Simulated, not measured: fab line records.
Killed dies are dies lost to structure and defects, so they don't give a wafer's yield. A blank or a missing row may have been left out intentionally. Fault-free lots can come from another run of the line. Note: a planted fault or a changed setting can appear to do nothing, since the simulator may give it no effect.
fab line records | flow n5-finfet
record lots=6 | wafers=18 | last-day=17
route steps=1938 shown BEOL_M10@1535 BEOL_M11@1536
lots that met no fault: from a run of the same line without faults
start-h: start of the lot's first displayed wafer, in hours after the record's first day | wait-h: how many hours have passed since the lot's step before this one | " identical to the entry in the row above | L1.1+2: one row covering several wafers at once | - either no value or no given start | * or withheld: withheld | < > ~ a bound
route shown NAME@n: a module of which the file shows steps, and the number in the route of the first | usual: mean/standard deviation of fault-free wafers | same: alike in all rows | chamber/n: place in a boat | sites: readings site by site | _std_site: the standard deviation of these | _edge_site: outer sites' mean less inner sites' | radius-mm: how far each site lies from the wafer's centre | mask NAME#n: copy n | behind: tool/chamber where the wafer was last shaped | hold: what put the lot on hold/how long, in hours/how the hold closed | device: the n, p or np transistor that did not switch | end of line: the tests these same wafers got at the end of their route | a step without rows: its recipe alone | killed: at the first sort, the dies lost to defects and structure; wafer yield is something else | map: shows each die of a wafer: x if killed, . if not, _ if none is there
set.NAME: the run value of the setting; set.NAME@STEP: its run value at that earlier step | model.NAME: the simulator's own value behind a step, which no gauge read
lots seen at some steps along the route; tables by step, rows by wafer
services: from which hour (start-h, from the record's first day; less than 0 if before it) a tool's chamber was out of use, for how many hours, and why
## steps
# step N5_BEOL_M10_INSPECT_58
# recipe inspect-instrument=darkfield | mode=post-dep
# usual raw-defect-count=73/20
lot.wafer | tool              | chamber | start-h | wait-h | raw-defect-count
L291.1    | defect-inspect-01 | -       | 231.62  | 0.0    | 35
L291.5    | "                 | -       | "       | "      | 44
L291.6    | "                 | -       | "       | "      | 82
L293.4    | defect-inspect-02 | -       | 246.26  | 0.0    | 62
L293.5    | "                 | -       | "       | "      | 36
L293.6    | "                 | -       | "       | "      | 66
L299.3    | defect-inspect-02 | -       | 278.81  | 0.0    | 67
L299.5    | "                 | -       | "       | "      | 81
L299.6    | "                 | -       | "       | "      | 77
L301.3    | defect-inspect-01 | -       | 292.48  | 0.0    | 62
L301.5    | "                 | -       | "       | "      | 57
L301.6    | "                 | -       | "       | "      | 66
L309.2    | defect-inspect-02 | -       | 340.03  | 0.0    | 76
L309.3    | "                 | -       | "       | "      | 43
L309.6    | "                 | -       | "       | "      | 43
L312.3    | defect-inspect-02 | -       | 354.53  | 0.0    | 78
L312.4    | "                 | -       | "       | "      | 66
L312.6    | "                 | -       | "       | "      | 87
# step N5_BEOL_M11_ILD_DEP_00
# recipe material=SiCOH_lowk | target-thk-a=3085.1 | temp-c=300 | precursor=DEMS/porogen | pressure-torr=5 | rf-w=500 | time-s=58
# usual heater-power-w=304/45 | showerhead-plenum-p-Torr=5.738/0.014 | throttle-valve-pct=13.7/0.43
lot.wafer | tool     | chamber | start-h | wait-h | heater-power-w | showerhead-plenum-p-Torr | throttle-valve-pct
L291.1    | pecvd-04 | 0       | 231.65  | 0.0    | 241            | 5.717                    | 14.0
L291.5    | "        | 0       | "       | "      | 244            | 5.730                    | 14.1
L291.6    | "        | 1       | "       | "      | 260            | 5.779                    | 13.6
L293.4    | pecvd-01 | 2       | 246.32  | 0.1    | 248            | 5.748                    | 13.8
L293.5    | "        | 0       | "       | "      | 223            | 5.730                    | 13.6
L293.6    | "        | 1       | "       | "      | 352            | 5.720                    | 14.2
L299.3    | pecvd-04 | 1       | 278.85  | 0.0    | 272            | 5.755                    | 13.7
L299.5    | "        | 2       | "       | "      | 354            | 5.737                    | 13.3
L299.6    | "        | 0       | "       | "      | 244            | 5.727                    | 14.1
L301.3    | pecvd-01 | 1       | 292.55  | 0.1    | 363            | 5.722                    | 14.5
L301.5    | "        | 2       | "       | "      | 265            | 5.757                    | 13.7
L301.6    | "        | 1       | "       | "      | 353            | 5.738                    | 14.7
L309.2    | pecvd-02 | 1       | 340.07  | 0.0    | 316            | 5.737                    | 14.3
L309.3    | "        | 0       | "       | "      | 357            | 5.737                    | 13.3
L309.6    | "        | 2       | "       | "      | 299            | 5.732                    | 13.4
L312.3    | pecvd-04 | 2       | 354.57  | 0.0    | 388            | 5.724                    | 13.4
L312.4    | "        | 0       | "       | "      | 251            | 5.723                    | 14.2
L312.6    | "        | 1       | "       | "      | 278            | 5.765                    | 13.6
# step N5_BEOL_M11_CURE_71
# recipe temp-c=385 | time-s=240 | ambient=He/Ar | material=SiCOH_lowk
# usual lamp-power-pct=52.32/0.056 | wafer_temp_C_max=386.8/0.51
lot.wafer | tool       | chamber | start-h | wait-h | lamp-power-pct | wafer_temp_C_max
L291.1    | uv-cure-03 | 0       | 231.73  | 0.0    | 52.36          | 387.1
L291.5    | "          | 0       | "       | "      | 52.36          | 386.1
L291.6    | "          | 0       | "       | "      | 52.30          | 386.1
L293.4    | uv-cure-03 | 1       | 246.72  | 0.4    | 52.27          | 386.4
L293.5    | "          | 1       | "       | "      | 52.35          | 386.4
L293.6    | "          | 1       | "       | "      | 52.31          | 387.1
L299.3    | uv-cure-01 | 0       | 279.08  | 0.2    | 52.37          | 386.6
L299.5    | "          | 0       | "       | "      | 52.30          | 387.8
L299.6    | "          | 0       | "       | "      | 52.33          | 387.3
L301.3    | uv-cure-02 | 0       | 292.79  | 0.2    | 52.36          | 386.7
L301.5    | "          | 0       | "       | "      | 52.31          | 387.0
L301.6    | "          | 0       | "       | "      | 52.36          | 387.6
L309.2    | uv-cure-03 | 1       | 340.22  | 0.1    | 52.33          | 386.4
L309.3    | "          | 1       | "       | "      | 52.37          | 387.0
L309.6    | "          | 1       | "       | "      | 52.38          | 385.8
L312.3    | uv-cure-01 | 1       | 354.97  | 0.4    | 52.33          | 387.6
L312.4    | "          | 1       | "       | "      | 52.38          | 386.8
L312.6    | "          | 1       | "       | "      | 52.38          | 387.2
# step N5_BEOL_M11_THK_MEAS_01
# recipe reads=SiCOH_lowk_of_BEOL_M11_ILD_DEP_00
# usual M11_ILD_THK=267/3.8
lot.wafer | tool          | chamber | start-h | wait-h | M11_ILD_THK[nm]
L291.1    | film-metro-01 | -       | 232.72  | 0.8    | 271
L291.5    | "             | -       | "       | "      | 278
L291.6    | "             | -       | "       | "      | 273
L293.4    | film-metro-01 | -       | 247.00  | 0.2    | 271
L293.5    | "             | -       | "       | "      | 272
L293.6    | "             | -       | "       | "      | 271
L299.3    | film-metro-02 | -       | 279.44  | 0.3    | 265
L299.5    | "             | -       | "       | "      | 274
L299.6    | "             | -       | "       | "      | 273
L301.3    | film-metro-01 | -       | 293.14  | 0.3    | 269
L301.5    | "             | -       | "       | "      | 269
L301.6    | "             | -       | "       | "      | 267
L309.2    | film-metro-02 | -       | 340.66  | 0.4    | 261
L309.3    | "             | -       | "       | "      | 269
L309.6    | "             | -       | "       | "      | 268
L312.3    | film-metro-02 | -       | 355.32  | 0.3    | 265
L312.4    | "             | -       | "       | "      | 274
L312.6    | "             | -       | "       | "      | 271
# step N5_BEOL_M11_PECVD_70
# recipe material=SiO2 | target-thk-a=200 | temp-c=400 | precursor=TEOS/O2 | pressure-torr=5.5 | rf-w=450 | teos-flow-sccm=53.8 | gas=O2 | flow-sccm=3000 | time-s=22.7
# usual heater-power-w=700/81 | showerhead-plenum-p-Torr=8.76/0.043 | throttle-valve-pct=22.3/0.72
lot.wafer | tool     | chamber | start-h | wait-h | heater-power-w | showerhead-plenum-p-Torr | throttle-valve-pct
L291.1    | pecvd-01 | 1       | 232.76  | 0.0    | 710            | 8.70                     | 23.2
L291.5    | "        | 2       | "       | "      | 642            | 8.78                     | 21.8
L291.6    | "        | 1       | "       | "      | 697            | 8.70                     | 23.1
L293.4    | pecvd-04 | 2       | 247.05  | 0.1    | 733            | 8.77                     | 21.4
L293.5    | "        | 1       | "       | "      | 713            | 8.88                     | 21.7
L293.6    | "        | 0       | "       | "      | 587            | 8.71                     | 23.0
L299.3    | pecvd-01 | 2       | 279.49  | 0.1    | 709            | 8.76                     | 21.8
L299.5    | "        | 1       | "       | "      | 840            | 8.74                     | 23.2
L299.6    | "        | 2       | "       | "      | 699            | 8.77                     | 21.9
L301.3    | pecvd-01 | 1       | 293.20  | 0.1    | 795            | 8.70                     | 23.5
L301.5    | "        | 2       | "       | "      | 722            | 8.79                     | 22.4
L301.6    | "        | 1       | "       | "      | 776            | 8.72                     | 23.3
L309.2    | pecvd-02 | 1       | 340.69  | 0.0    | 743            | 8.77                     | 22.8
L309.3    | "        | 0       | "       | "      | 733            | 8.82                     | 21.7
L309.6    | "        | 1       | "       | "      | 759            | 8.77                     | 22.8
L312.3    | pecvd-02 | 0       | 355.36  | 0.0    | 739            | 8.82                     | 21.7
L312.4    | "        | 1       | "       | "      | 723            | 8.80                     | 22.6
L312.6    | "        | 2       | "       | "      | 751            | 8.78                     | 21.8
# step N5_BEOL_M11_HM_DEP_02
# recipe material=TiN | target-thk-a=200 | temp-c=25 | chamber-pressure-pa=0.49996
# usual throttle-valve-pct=29.6/0.91
lot.wafer | tool           | chamber | start-h | wait-h | throttle-valve-pct
L291.1    | pvd-sputter-01 | -       | 233.12  | 0.3    | 28.1
L291.5    | "              | -       | "       | "      | 28.2
L291.6    | "              | -       | "       | "      | 30.0
L293.4    | pvd-sputter-02 | -       | 248.18  | 1.1    | 31.1
L293.5    | "              | -       | "       | "      | 29.4
L293.6    | "              | -       | "       | "      | 30.2
L299.3    | pvd-sputter-01 | -       | 281.27  | 1.8    | 29.9
L299.5    | "              | -       | "       | "      | 29.3
L299.6    | "              | -       | "       | "      | 30.0
L301.3    | pvd-sputter-03 | -       | 293.52  | 0.3    | 28.7
L301.5    | "              | -       | "       | "      | 28.6
L301.6    | "              | -       | "       | "      | 28.9
L309.2    | pvd-sputter-01 | -       | 342.51  | 1.8    | 29.5
L309.3    | "              | -       | "       | "      | 29.8
L309.6    | "              | -       | "       | "      | 29.6
L312.3    | pvd-sputter-01 | -       | 356.98  | 1.6    | 30.1
L312.4    | "              | -       | "       | "      | 28.1
L312.6    | "              | -       | "       | "      | 29.7
# step N5_BEOL_M11_COAT_59
# recipe resist=SOC | temp-c=250 | time-s=60 | spin-rpm=1500 | resist-thk-nm=100
# step N5_BEOL_M11_COAT_60
# recipe resist=SiARC | temp-c=220 | time-s=60 | spin-rpm=1500 | resist-thk-nm=30
# step N5_BEOL_M11_COAT_05
# recipe resist=CAR-ArF | spin-rpm=1500 | resist-thk-nm=90
# step N5_BEOL_M11_EBR_07
# recipe solvent=PGMEA | ebr-width-mm=1.5
# step N5_BEOL_M11_SOFTBAKE_06
# recipe temp-c=110 | time-s=60 | resist=CAR-ArF
# step N5_BEOL_M11_EXPOSE_08
# recipe mask-id=M11 | na=1.35 | source-shape=dipole | sigma-inner=0.411 | sigma-outer=0.611 | polarization=te | dose-mj=53.75
# step N5_BEOL_M11_PEB_09
# recipe peb-temp-c=withheld | peb-time-s=60 | resist=CAR-ArF
# usual chill-plate-temp-C=23.02/0.089 | exhaust-pa=44.9/0.94
lot.wafer | tool           | chamber | start-h | wait-h | chill-plate-temp-C | exhaust-pa
L291.1    | litho-track-03 | 0       | 233.55  | 0.1    | 23.00              | 44.8
L291.5    | "              | 0       | "       | "      | 23.06              | 44.7
L291.6    | "              | 0       | "       | "      | 22.92              | 45.1
L293.4    | litho-track-03 | 0       | 248.49  | 0.0    | 23.02              | 45.4
L293.5    | "              | 0       | "       | "      | 23.07              | 46.0
L293.6    | "              | 0       | "       | "      | 23.13              | 46.2
L299.3    | litho-track-04 | -       | 281.58  | 0.0    | -                  | -
L299.5    | "              | -       | "       | "      | -                  | -
L299.6    | "              | -       | "       | "      | -                  | -
L301.3    | litho-track-03 | -       | 293.95  | 0.0    | -                  | -
L301.5    | "              | -       | "       | "      | -                  | -
L301.6    | "              | -       | "       | "      | -                  | -
L309.2    | litho-track-04 | 0       | 342.82  | 0.0    | 23.08              | 45.5
L309.3    | "              | 0       | "       | "      | 23.04              | 44.6
L309.6    | "              | 0       | "       | "      | 23.00              | 44.1
L312.3    | litho-track-04 | 0       | 357.42  | 0.0    | 23.14              | 44.7
L312.4    | "              | 0       | "       | "      | 23.13              | 45.1
L312.6    | "              | 0       | "       | "      | 23.06              | 45.6
# step N5_BEOL_M11_DEVELOP_10
# recipe develop-time-s=30 | developer=TMAH | resist=CAR-ArF | rinse-liquid=diw | dry=air-spin | dev-temp-c=23
## services
tool           | chamber | start-h | hours | kind
uv-cure-01     | -       | 217.77  | 2.1   | pm
pecvd-04       | 2       | 218.71  | 5.5   | scheduled-down
pecvd-02       | 1       | 220.64  | 5.0   | repair
uv-cure-02     | -       | 221.96  | 3.4   | pm
uv-cure-02     | -       | 235.10  | 28.1  | pm
pecvd-01       | -       | 246.76  | 2.8   | pm
uv-cure-01     | -       | 249.88  | 0.8   | repair
litho-track-04 | -       | 267.16  | -     | consumable-replace:filter
pecvd-01       | 0       | 274.91  | 19.8  | repair
uv-cure-01     | -       | 277.81  | 1.0   | repair
uv-cure-01     | -       | 291.28  | 2.8   | pm
uv-cure-03     | -       | 296.03  | 1.0   | repair
uv-cure-02     | -       | 299.19  | 2.8   | pm
pecvd-04       | 1       | 311.01  | 5.5   | scheduled-down
pvd-sputter-02 | -       | 316.01  | 7.5   | repair
pecvd-02       | -       | 316.90  | 14.6  | pm
pecvd-04       | -       | 324.94  | 0.9   | repair
uv-cure-03     | -       | 331.00  | 0.5   | repair
pecvd-01       | 0       | 335.00  | 5.5   | scheduled-down
pecvd-01       | -       | 339.16  | 6.0   | pm
pvd-sputter-03 | -       | 341.29  | 2.4   | repair
pvd-sputter-03 | -       | 345.62  | 20.9  | repair
## key
first-sign step=N5_BEOL_M11_PEB_09 | reading=tool-record | direction=missing
effect none on later readings
met-at N5_BEOL_M11_PEB_09
struck-wafers L299.3,L299.5,L299.6,L301.3,L301.5,L301.6
later-rows-left-out L299.3,L299.5,L299.6,L301.3,L301.5,L301.6
sort-left-out L299.3,L299.5,L299.6,L301.3,L301.5,L301.6
onset-between 248.49 281.58
fault kind=skipped-step-whole | tool=litho-track-03,litho-track-04 | chamber=- | onset-h=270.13 | steps=N5_BEOL_M11_PEB_09 | scope=struck-lots-only
# sort-left-out: the simulated sort isn't trusted on such a fault, so these wafers' sort isn't shown, and their yield isn't known
# later-rows-left-out: the simulator's readings of these wafers behind a module that went badly wrong aren't trusted and aren't shown, but for the sort
